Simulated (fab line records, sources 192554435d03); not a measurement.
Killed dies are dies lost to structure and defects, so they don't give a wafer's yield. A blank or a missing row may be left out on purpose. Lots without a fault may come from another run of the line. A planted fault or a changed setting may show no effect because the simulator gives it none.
fab line records | flow n5_finfet
record lots=7 wafers=39
route steps=1938 shown PMOS_HMC_CHANNEL_EPI@78 FIN_SAQP@147 DUMMY_GATE@228 SPACER0@259
start_h: hours from the record's first day to the start of the lot's first wafer shown | wait_h: hours since the lot's step before | " the same as in the row above | L1.1+2: a row that stands for several wafers | - no value, or no start given | * or withheld: withheld | < > ~ a bound
route shown NAME@n: a module of which the file shows steps, and the number in the route of the first | usual: mean/standard deviation of fault-free wafers | same: alike in all rows | chamber/n: place in a boat | sites: the reading at each site | _std_site: their standard deviation | _edge_site: outer sites' mean less inner sites' | radius_mm: how far each site lies from the wafer's centre | mask NAME#n: copy n | behind: the tool/chamber that last shaped the wafer | hold: why the lot was held/for how many hours/how that ended | device: the transistor (n, p or np) that didn't switch | end of line: the same wafers' tests at the end of the route | a step without rows: its recipe alone | killed: dies lost to structure and defects at the first sort, not the wafer's yield | map: a wafer's dies, x killed, . not, _ none there
set.NAME: the setting as run; set.NAME@STEP: as run at that earlier step | model.NAME: the simulator's own value behind a step, which no gauge read
lots whose settings were changed on purpose; a table a step, a row a wafer
## steps
# step N5_PMOS_HMC_CHANNEL_EPI_EPI_20
# recipe material=SiGe30 mask_material=SiO2 pressure_torr=20 target_thk_a=590 temp_c=600
# columns lot.wafer tool chamber start_h wait_h set.temp_c model.SiGe30_of_PMOS_HMC_CHANNEL_EPI_EPI_20.thk_nm
L075.1 epi_rpcvd-01 0 23.87 0.0 600 58.65
L075.2 " 0 " " 606.4 66.52
L075.3 " 0 " " 600 59.75
L075.4 " 0 " " 606.4 66.78
L075.5 " 0 " " 600 58.2
L075.6 " 0 " " 606.4 66.82
L077.1 epi_rpcvd-04 0 36.20 0.0 598 56.31
L077.2 " 0 " " 600 59.66
L077.3 " 0 " " 600 57.6
L077.4 " 0 " " 600 58.35
L077.5 " 0 " " 598 56.61
L077.6 " 0 " " 598 56.09
L081.1 epi_rpcvd-01 0 59.81 0.0 600 58.58
L081.2 " 0 " " 600 59.25
L081.3 " 0 " " 602.4 61.38
L081.4 " 0 " " 602.4 61.89
L081.5 " 0 " " 602.4 62.37
L081.6 " 0 " " 600 59.55
L082.1 epi_rpcvd-04 0 66.15 0.0 600 59.35
L082.2 " 0 " " 600 59.48
L082.3 " 0 " " 600 58.58
L082.4 " 0 " " 600 58.99
L082.5 " 0 " " 600 59.08
L082.6 " 0 " " 600 60.18
L090.1 epi_rpcvd-01 0 113.84 0.0 600 59.02
L090.2 " 0 " " 600 59.09
L090.6 " 0 " " 600 58.8
L094.1 epi_rpcvd-02 0 138.38 0.0 600 57.82
L094.2 " 0 " " 600 58.18
L094.3 " 0 " " 600 58.09
L094.4 " 0 " " 597.6 55.57
L094.5 " 0 " " 597.6 55.9
L094.6 " 0 " " 597.6 55.19
L095.1 epi_rpcvd-01 0 144.28 0.0 605.5 64.95
L095.2 " 0 " " 605.5 64.9
L095.3 " 0 " " 600 59.01
L095.4 " 0 " " 605.5 65.24
L095.5 " 0 " " 600 58.11
L095.6 " 0 " " 600 58.85
# step N5_FIN_SAQP_FIN_ETCH_36
# recipe chemistry=HBr/Cl2/O2 target_depth_a=1200 mask_material=SiNx time_s=50.4 bias_w=102 pressure_mtorr=10 icp_w=800 HBr_flow_sccm=150 Cl2_flow_sccm=80 O2_flow_sccm=12
# usual oes_product_au=0.998/0.017
# columns lot.wafer tool chamber start_h wait_h set.icp_w oes_product_au model.FIN_SAQP.feature_depth_nm model.etch.depth_nm
L075.1 rie_si-01 3 32.79 0.0 800 0.999 124.4 124.5
L075.2 " 2 " " 800 1.005 122 122
L075.3 " 1 " " 800 0.989 118 118
L075.4 " 0 " " 951 1.078 133.2 133.2
L075.5 " 3 " " 951 1.068 136 136
L075.6 " 0 " " 951 1.082 132.6 132.7
L077.1 rie_si-01 2 43.82 0.0 902.6 1.031 127 127
L077.2 " 0 " " 800 1.007 121.4 121.5
L077.3 " 3 " " 902.6 1.042 132.2 132.2
L077.4 " 1 " " 902.6 1.035 124.6 124.6
L077.5 " 1 " " 800 0.990 117 117
L077.6 " 0 " " 800 1.011 121.4 121.3
L081.1 rie_si-01 2 69.65 0.0 873.2 1.030 126.4 126.4
L081.2 " 1 " " 873.2 1.009 121.6 121.6
L081.3 " 0 " " 800 1.016 121 120.9
L081.4 " 3 " " 873.2 1.043 131.2 131.2
L081.5 " 0 " " 800 0.994 119.8 119.8
L081.6 " 3 " " 800 1.005 124 124.1
L082.1 rie_si-03 0 73.63 0.0 950.1 1.070 130.8 130.7
L082.2 " 2 " " 800 1.008 124.6 124.7
L082.3 " 1 " " 950.1 1.068 129.8 129.8
L082.4 " 3 " " 800 0.977 119.4 119.4
L082.5 " 2 " " 950.1 1.062 134.8 134.7
L082.6 " 3 " " 800 0.972 118.6 118.6
L090.1 rie_si-06 0 121.79 0.0 800 1.025 118.6 118.7
L090.2 " 2 " " 800 0.978 116.4 116.3
L090.6 " 0 " " 800 1.038 120 120.1
L094.1 rie_si-06 3 146.56 0.0 800 1.001 117.8 117.9
L094.2 " 0 " " 800 1.027 118.6 118.6
L094.3 " 1 " " 800 0.982 117 117
L094.4 " 2 " " 800 0.981 116.8 116.8
L094.5 " 1 " " 800 0.979 117.2 117.1
L094.6 " 2 " " 800 0.986 118 118.1
L095.1 rie_si-01 3 152.32 0.0 885.3 1.031 128.8 128.8
L095.2 " 1 " " 800 0.978 116 116
L095.3 " 0 " " 800 1.012 120.2 120.2
L095.4 " 0 " " 885.3 1.034 126 125.9
L095.5 " 1 " " 800 0.985 117.4 117.4
L095.6 " 3 " " 885.3 1.028 129.2 129.3
# step N5_FIN_SAQP_PRECLEAN_38
# recipe chemistry=O3/DIW time_s=45 temp_c=22 o3_ppm=10
# step N5_FIN_SAQP_PRECLEAN_45
# recipe chemistry=dHF time_s=10 dilution=500:1 temp_c=25
# step N5_FIN_SAQP_SRD_39
# recipe dry=ipa_marangoni time_s=30 temp_c=23 rinse_liquid=diw
# step N5_FIN_SAQP_OCD_MEAS_76
# usual trench_depth_nm=119.4/2.3
# columns lot.wafer tool chamber start_h wait_h set.icp_w@FIN_SAQP_FIN_ETCH_36 trench_depth_nm
L075.1 ocd-02 - 33.01 0.0 800 124.2
L075.2 " - " " 800 122.3
L075.3 " - " " 800 117.7
L075.4 " - " " 951 133.1
L075.5 " - " " 951 136.4
L075.6 " - " " 951 132.5
L077.1 ocd-01 - 44.04 0.0 902.6 126.9
L077.2 " - " " 800 121.9
L077.3 " - " " 902.6 131.6
L077.4 " - " " 902.6 124.4
L077.5 " - " " 800 117.1
L077.6 " - " " 800 121.1
L081.1 ocd-01 - 69.87 0.0 873.2 126.6
L081.2 " - " " 873.2 121.9
L081.3 " - " " 800 121.1
L081.4 " - " " 873.2 130.8
L081.5 " - " " 800 119.9
L081.6 " - " " 800 123.5
L082.1 ocd-01 - 73.85 0.0 950.1 131.1
L082.2 " - " " 800 124.4
L082.3 " - " " 950.1 129.5
L082.4 " - " " 800 118.7
L082.5 " - " " 950.1 134.5
L082.6 " - " " 800 118.7
L090.1 ocd-01 - 122.01 0.0 800 118.5
L090.2 " - " " 800 116.0
L090.6 " - " " 800 120.4
L094.1 ocd-02 - 146.78 0.0 800 117.6
L094.2 " - " " 800 118.7
L094.3 " - " " 800 116.9
L094.4 " - " " 800 117.0
L094.5 " - " " 800 117.0
L094.6 " - " " 800 117.9
L095.1 ocd-02 - 152.54 0.0 885.3 128.6
L095.2 " - " " 800 116.0
L095.3 " - " " 800 120.1
L095.4 " - " " 885.3 125.5
L095.5 " - " " 800 117.9
L095.6 " - " " 885.3 129.0
# step N5_DUMMY_GATE_EXPOSE_12
# recipe mask_id=GATE na=0.33 source_shape=annular sigma_inner=0.2 sigma_outer=0.6 polarization=unpolarized target_cd_nm=25 dose_mj=34
# columns lot.wafer tool chamber start_h wait_h mask set.dose_mj
L075.1+4+6 euv_scanner-02 0 51.68 - GATE#0 34
L075.2+3+5 " 0 " " GATE#0 35.02
L077.1+2+6 euv_scanner-02 0 63.37 - GATE#0 34
L077.3+4+5 " 0 " " GATE#0 32.72
L081.1+2+5 euv_scanner-02 0 89.18 - GATE#0 32.91
L081.3+4+6 " 0 " " GATE#0 34
L082.1+3+6 euv_scanner-01 0 93.02 - GATE#0 32.23
L082.2+4+5 " 0 " " GATE#0 34
L090.1+2+6 euv_scanner-01 0 143.28 - GATE#0 34
L094.1+2+6 euv_scanner-02 0 168.19 - GATE#0 34
L094.3+4+5 " 0 " " GATE#0 32.51
L095.1+5+6 euv_scanner-01 0 171.18 - GATE#0 34
L095.2+3+4 " 0 " " GATE#0 31.63
# step N5_DUMMY_GATE_PEB_13
# recipe peb_temp_c=100 peb_time_s=60 resist=CAR-EUV
# step N5_DUMMY_GATE_DEVELOP_14
# recipe develop_time_s=30 developer=TMAH resist=CAR-EUV rinse_liquid=surfactant_rinse dry=air_spin dev_temp_c=23
# step N5_DUMMY_GATE_CD_MEAS_15
# recipe target_cd_nm=25.8 landing_energy_ev=500 detector=se_inlens
# usual cd_nm=25.08/0.24
# columns lot.wafer tool chamber start_h wait_h set.dose_mj@DUMMY_GATE_EXPOSE_12 cd_nm
L075.1 cd_sem-03 0 51.80 - 34 24.87
L075.2 " 0 " " 35.02 24.75
L075.3 " 0 " " 35.02 24.47
L075.4 " 0 " " 34 25.12
L075.5 " 0 " " 35.02 24.28
L075.6 " 0 " " 34 25.27
L077.1 cd_sem-03 0 63.50 - 34 24.94
L077.2 " 0 " " 34 25.25
L077.3 " 0 " " 32.72 26.03
L077.4 " 0 " " 32.72 25.69
L077.5 " 0 " " 32.72 25.74
L077.6 " 0 " " 34 24.98
L081.1 cd_sem-01 0 89.31 - 32.91 25.53
L081.2 " 0 " " 32.91 25.90
L081.3 " 0 " " 34 25.36
L081.4 " 0 " " 34 24.83
L081.5 " 0 " " 32.91 25.41
L081.6 " 0 " " 34 25.45
L082.1 cd_sem-01 0 93.15 - 32.23 25.79
L082.2 " 0 " " 34 24.79
L082.3 " 0 " " 32.23 26.13
L082.4 " 0 " " 34 24.90
L082.5 " 0 " " 34 25.11
L082.6 " 0 " " 32.23 26.01
L090.1 cd_sem-02 0 143.40 - 34 25.25
L090.2 " 0 " " 34 24.81
L090.6 " 0 " " 34 24.95
L094.1 cd_sem-03 0 168.32 - 34 25.61
L094.2 " 0 " " 34 24.87
L094.3 " 0 " " 32.51 25.95
L094.4 " 0 " " 32.51 26.32
L094.5 " 0 " " 32.51 25.93
L094.6 " 0 " " 34 24.90
L095.1 cd_sem-01 0 171.31 - 34 24.64
L095.2 " 0 " " 31.63 25.83
L095.3 " 0 " " 31.63 26.14
L095.4 " 0 " " 31.63 26.47
L095.5 " 0 " " 34 24.70
L095.6 " 0 " " 34 24.89
# step N5_DUMMY_GATE_ETCH_37
# recipe chemistry=N2/H2 target=SOC target_depth_a=600 overetch_a=300 temp_c=40 ion_energy_ev=200 pressure_mtorr=30 source_w=840 bias_w=150 n2_flow_sccm=200 h2_flow_sccm=200
# usual rf_vpp_V=524.4/2.8
# columns lot.wafer tool chamber start_h wait_h set.source_w rf_vpp_V
L075.1 rie_diel-02 0 52.08 0.0 754.4 539.2
L075.2 " 1 " " 754.4 548.3
L075.3 " 3 " " 840 521.4
L075.4 " 2 " " 840 526.7
L075.5 " 0 " " 754.4 539.6
L075.6 " 3 " " 840 521.1
L077.1 rie_diel-05 3 63.78 0.0 840 522.3
L077.2 " 2 " " 735.3 550.7
L077.3 " 1 " " 735.3 550.0
L077.4 " 0 " " 840 521.1
L077.5 " 0 " " 840 520.4
L077.6 " 1 " " 735.3 550.6
L081.1 rie_diel-05 3 89.60 0.0 840 521.7
L081.2 " 0 " " 974.6 495.4
L081.3 " 1 " " 974.6 500.4
L081.4 " 2 " " 974.6 501.6
L081.5 " 1 " " 840 526.6
L081.6 " 0 " " 840 520.4
L082.1 rie_diel-06 1 93.43 0.0 739.5 551.0
L082.2 " 0 " " 739.5 548.1
L082.3 " 3 " " 840 526.5
L082.4 " 2 " " 739.5 546.6
L082.5 " 2 " " 840 523.0
L082.6 " 3 " " 840 524.9
L090.1 rie_diel-05 2 143.68 0.0 840 527.2
L090.2 " 0 " " 840 520.6
L090.6 " 0 " " 840 522.4
L094.1 rie_diel-02 0 168.71 0.0 697.3 553.1
L094.2 " 1 " " 697.3 562.2
L094.3 " 2 " " 840 526.2
L094.4 " 3 " " 697.3 555.1
L094.5 " 1 " " 840 527.9
L094.6 " 0 " " 840 520.8
L095.1 rie_diel-05 1 171.59 0.0 840 526.7
L095.2 " 2 " " 884.3 518.7
L095.3 " 0 " " 840 521.4
L095.4 " 3 " " 840 520.8
L095.5 " 2 " " 884.3 518.5
L095.6 " 1 " " 884.3 515.4
# step N5_DUMMY_GATE_STRIP_38
# recipe chemistry=N2/H2 temp_c=40 n2_flow_sccm=200 h2_flow_sccm=200 rf_frequency_hz=6e+07
# step N5_DUMMY_GATE_STRIP_39
# recipe chemistry=N2/H2 temp_c=40 n2_flow_sccm=200 h2_flow_sccm=200 rf_frequency_hz=6e+07
# step N5_DUMMY_GATE_TRIM_49
# recipe chemistry=O2 resist=SOC time_s=29 target_cd_nm=14 source_power_w=300 bias_power_w=0 O2_flow_sccm=100 temp_c=20
# columns lot.wafer tool chamber start_h wait_h set.dose_mj@DUMMY_GATE_EXPOSE_12 model.DUMMY_GATE.cd_nm
L075.1 rie_si-04 1 52.16 0.0 34 14.4
L075.2 " 2 " " 35.02 14
L075.3 " 3 " " 35.02 13.4
L075.4 " 0 " " 34 14.6
L075.5 " 2 " " 35.02 13.6
L075.6 " 3 " " 34 14
L077.1 rie_si-05 0 63.86 0.0 34 14.6
L077.2 " 3 " " 34 14.2
L077.3 " 2 " " 32.72 15
L077.4+5 " 1 " " 32.72 15.2
L077.6 " 0 " " 34 14.4
L081.1 rie_si-02 1 89.68 0.0 32.91 14.2
L081.2 " 0 " " 32.91 14.8
L081.3+4 " 3 " " 34 13
L081.5 " 1 " " 32.91 13.6
L081.6 " 0 " " 34 14.4
L082.1 rie_si-02 0 93.51 0.0 32.23 16
L082.2 " 1 " " 34 13.8
L082.3 " 3 " " 32.23 15.2
L082.4 " 0 " " 34 14
L082.5 " 1 " " 34 13.4
L082.6 " 3 " " 32.23 15
L090.1+2 rie_si-05 3,1 143.76 0.0 34 14
L090.6 " 2 " " 34 14.6
L094.1 rie_si-05 2 168.79 0.0 34 14.2
L094.2 " 1 " " 34 14
L094.3 " 3 " " 32.51 14.8
L094.4 " 3 " " 32.51 15.2
L094.5 " 1 " " 32.51 14.6
L094.6 " 2 " " 34 13.8
L095.1 rie_si-05 2 171.67 0.0 34 13.4
L095.2 " 1 " " 31.63 15
L095.3 " 3 " " 31.63 15.8
L095.4 " 3 " " 31.63 16.2
L095.5 " 2 " " 34 13.6
L095.6 " 1 " " 34 13.2
# step N5_DUMMY_GATE_ETCH_44
# recipe chemistry=HBr/O2 over_etch_frac=0.7 target_depth_a=1275 stop_on=SiO2 ion_energy_ev=60 bias_w=20 target=poly-Si mask_material=SiO2 pressure_mtorr=20 icp_w=400 HBr_flow_sccm=120 O2_flow_sccm=10
# columns lot.wafer tool chamber start_h wait_h set.target_depth_a set.dose_mj@DUMMY_GATE_EXPOSE_12 model.DUMMY_GATE.cd_nm
L075.1 rie_si-05 0 52.69 0.0 1275 34 15.2
L075.2 " 3 " " 1110 35.02 15.4
L075.3 " 2 " " 1275 35.02 14.2
L075.4 " 1 " " 1110 34 15.8
L075.5 " 0 " " 1275 35.02 14.6
L075.6 " 3 " " 1110 34 15.4
L077.1 rie_si-02 0 64.39 0.0 1275 34 15.2
L077.2+6 " 2,0 " " 1275 34 14.8
L077.3+5 " 3 " " 1275 32.72 16
L077.4 " 1 " " 1275 32.72 16.2
L081.1 rie_si-05 2 90.21 0.0 1275 32.91 15.2
L081.2 " 0 " " 1275 32.91 15.6
L081.3 " 1 " " 1399 34 14
L081.4 " 3 " " 1399 34 14.2
L081.5 " 1 " " 1399 32.91 14.8
L081.6 " 0 " " 1275 34 15.2
L082.1 rie_si-05 3 94.04 0.0 1203 32.23 17.4
L082.2 " 0 " " 1203 34 14.6
L082.3 " 2 " " 1275 32.23 16.2
L082.4 " 1 " " 1275 34 15.2
L082.5 " 2 " " 1275 34 14.2
L082.6 " 1 " " 1203 32.23 16.2
L090.1 rie_si-04 0 144.30 0.0 1275 34 14.8
L090.2 " 3 " " 1275 34 15.2
L090.6 " 0 " " 1275 34 15.4
L094.1 rie_si-02 3 169.36 0.0 1347 34 15.4
L094.2 " 2 " " 1275 34 15.2
L094.3 " 1 " " 1347 32.51 15.6
L094.4 " 0 " " 1275 32.51 16.2
L094.5 " 2 " " 1275 32.51 15.8
L094.6 " 1 " " 1347 34 14.6
L095.1+5 rie_si-02 3,0 172.73 0.0 1275 34 14
L095.2 " 2 " " 1275 31.63 15.8
L095.3 " 0 " " 1275 31.63 16.4
L095.4 " 1 " " 1275 31.63 17.2
L095.6 " 1 " " 1275 34 14.4
# step N5_DUMMY_GATE_CD_MEAS_24
# recipe target_cd_nm=15
# usual cd_nm=15.2/0.6
# columns lot.wafer tool chamber start_h wait_h set.dose_mj@DUMMY_GATE_EXPOSE_12 cd_nm
L075.1 cd_sem-01 - 52.80 0.1 34 15.2
L075.2 " - " " 35.02 15.4
L075.3 " - " " 35.02 14.1
L075.4 " - " " 34 16.0
L075.5 " - " " 35.02 14.6
L075.6 " - " " 34 15.4
L077.1 cd_sem-02 - 64.50 0.1 34 15.1
L077.2 " - " " 34 14.7
L077.3 " - " " 32.72 16.1
L077.4 " - " " 32.72 16.1
L077.5 " - " " 32.72 16.1
L077.6 " - " " 34 14.7
L081.1 cd_sem-01 - 90.33 0.1 32.91 15.4
L081.2 " - " " 32.91 15.6
L081.3 " - " " 34 14.0
L081.4 " - " " 34 14.4
L081.5 " - " " 32.91 14.9
L081.6 " - " " 34 15.2
L082.1 cd_sem-02 - 94.15 0.1 32.23 17.1
L082.2 " - " " 34 14.5
L082.3 " - " " 32.23 16.7
L082.4 " - " " 34 15.2
L082.5 " - " " 34 14.3
L082.6 " - " " 32.23 16.1
L090.1 cd_sem-03 - 144.41 0.1 34 14.9
L090.2 " - " " 34 15.1
L090.6 " - " " 34 15.0
L094.1 cd_sem-01 - 169.46 0.1 34 15.5
L094.2 " - " " 34 15.2
L094.3 " - " " 32.51 15.6
L094.4 " - " " 32.51 16.1
L094.5 " - " " 32.51 15.5
L094.6 " - " " 34 14.4
L095.1 cd_sem-01 - 172.84 0.1 34 13.7
L095.2 " - " " 31.63 15.4
L095.3 " - " " 31.63 16.1
L095.4 " - " " 31.63 16.8
L095.5 " - " " 34 13.9
L095.6 " - " " 34 14.1
# step N5_DUMMY_GATE_ETCH_42
# recipe chemistry=CHF3/O2 target=SiO2 target_depth_a=35 time_s=31 ion_energy_ev=30 bias_w=12 pressure_mtorr=30 source_w=600 Ar_flow_sccm=200 CHF3_flow_sccm=50 O2_flow_sccm=5
# columns lot.wafer tool chamber start_h wait_h set.dose_mj@DUMMY_GATE_EXPOSE_12 model.DUMMY_GATE.cd_nm
L075.1 rie_diel-05 1 52.85 0.0 34 15.2
L075.2 " 3 " " 35.02 15.4
L075.3 " 2 " " 35.02 14.2
L075.4 " 0 " " 34 15.8
L075.5 " 2 " " 35.02 14.8
L075.6 " 3 " " 34 15.4
L077.1 rie_diel-02 2 64.55 0.0 34 15.2
L077.2 " 1 " " 34 14.6
L077.3 " 0 " " 32.72 16
L077.4+5 " 3,2 " " 32.72 16.2
L077.6 " 3 " " 34 14.8
L081.1 rie_diel-05 0 90.38 0.0 32.91 15
L081.2 " 3 " " 32.91 15.6
L081.3 " 2 " " 34 14
L081.4 " 1 " " 34 14.2
L081.5 " 1 " " 32.91 14.8
L081.6 " 0 " " 34 15.2
L082.1 rie_diel-05 0 94.20 0.0 32.23 17.2
L082.2 " 1 " " 34 14.6
L082.3+6 " 3,2 " " 32.23 16.4
L082.4 " 2 " " 34 15.2
L082.5 " 3 " " 34 14.2
L090.1 rie_diel-02 1 144.46 0.0 34 14.8
L090.2 " 3 " " 34 15.2
L090.6 " 3 " " 34 15.4
L094.1 rie_diel-05 2 169.58 0.1 34 15.6
L094.2 " 1 " " 34 15.4
L094.3 " 3 " " 32.51 15.8
L094.4 " 0 " " 32.51 16.2
L094.5 " 3 " " 32.51 16
L094.6 " 2 " " 34 14.6
L095.1 rie_diel-06 2 173.16 0.3 34 13.8
L095.2 " 1 " " 31.63 16
L095.3 " 0 " " 31.63 16.4
L095.4 " 1 " " 31.63 17.2
L095.5 " 2 " " 34 14
L095.6 " 0 " " 34 14.4
# step N5_SPACER0_ALD_00
# recipe material=SiOCN target_thk_a=35 temp_c=400 ald_precursor_family=alkyl-aminosilane ald_co_reactant=O2/N2-plasma pulse_time_s=3 purge_time_s=2 co_reactant_purge_time_s=2 ald_cycles=58 pressure_torr=2
# columns lot.wafer tool chamber start_h wait_h set.ald_cycles model.SiOCN_of_SPACER0_ALD_00.thk_nm
L075.1+2+3+4+5+6 ald_sin-03 3,0,1,2,2,1 53.48 0.1 58 3.6
L077.1+2+4 ald_sin-02 0,1,3 64.97 0.1 54 3.2
L077.3+6 " 2,0 " " 58 3.6
L077.5 " 1 " " 58 3.4
L081.1+4 ald_sin-01 2,1 91.09 0.1 58 3.4
L081.2+5+6 " 0,1,2 " " 65 4
L081.3 " 3 " " 58 3.6
L082.1+2+3 ald_sin-03 1,3,2 94.62 0.1 65 4
L082.4+5+6 " 0,1,0 " " 58 3.6
L090.1+2+6 ald_sin-03 3,2,0 144.88 0.1 58 3.6
L094.1+3+4 ald_sin-02 0,3,1 170.34 0.1 50 3
L094.2+5+6 " 1,3,0 " " 58 3.4
L095.1+3+5 ald_sin-03 2,3,3 173.68 0.1 63 3.8
L095.2+4+6 " 1,2,1 " " 58 3.6
## key
split step=N5_PMOS_HMC_CHANNEL_EPI_EPI_20 setting=temp_c stated=600 by=wafer
response step=N5_PMOS_HMC_CHANNEL_EPI_EPI_20 reading=model.SiGe30_of_PMOS_HMC_CHANNEL_EPI_EPI_20.thk_nm change=+7.07 per=1% r=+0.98
split step=N5_FIN_SAQP_FIN_ETCH_36 setting=icp_w stated=800 by=wafer
response step=N5_FIN_SAQP_FIN_ETCH_36 reading=oes_product_au change=+0.00377 per=1% r=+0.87
response step=N5_FIN_SAQP_FIN_ETCH_36 reading=model.FIN_SAQP.feature_depth_nm change=+0.649 per=1% r=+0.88
response step=N5_FIN_SAQP_FIN_ETCH_36 reading=model.etch.depth_nm change=+0.649 per=1% r=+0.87
response step=N5_FIN_SAQP_OCD_MEAS_76 reading=trench_depth_nm change=+0.647 per=1% r=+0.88
split step=N5_DUMMY_GATE_EXPOSE_12 setting=dose_mj stated=34 by=wafer
response step=N5_DUMMY_GATE_CD_MEAS_15 reading=cd_nm change=-0.197 per=1% r=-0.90
response step=N5_DUMMY_GATE_TRIM_49 reading=model.DUMMY_GATE.cd_nm change=-0.276 per=1% r=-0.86
response step=N5_DUMMY_GATE_ETCH_44 reading=model.DUMMY_GATE.cd_nm change=-0.301 per=1% r=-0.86
response step=N5_DUMMY_GATE_CD_MEAS_24 reading=cd_nm change=-0.295 per=1% r=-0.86
response step=N5_DUMMY_GATE_ETCH_42 reading=model.DUMMY_GATE.cd_nm change=-0.312 per=1% r=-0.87
split step=N5_DUMMY_GATE_ETCH_37 setting=source_w stated=840 by=wafer
response step=N5_DUMMY_GATE_ETCH_37 reading=rf_vpp_V change=-1.84 per=1% r=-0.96
split step=N5_DUMMY_GATE_ETCH_44 setting=target_depth_a stated=1275 by=wafer
response none clear
split step=N5_SPACER0_ALD_00 setting=ald_cycles stated=58 by=wafer
response step=N5_SPACER0_ALD_00 reading=model.SiOCN_of_SPACER0_ALD_00.thk_nm change=+0.0345 per=1% r=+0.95
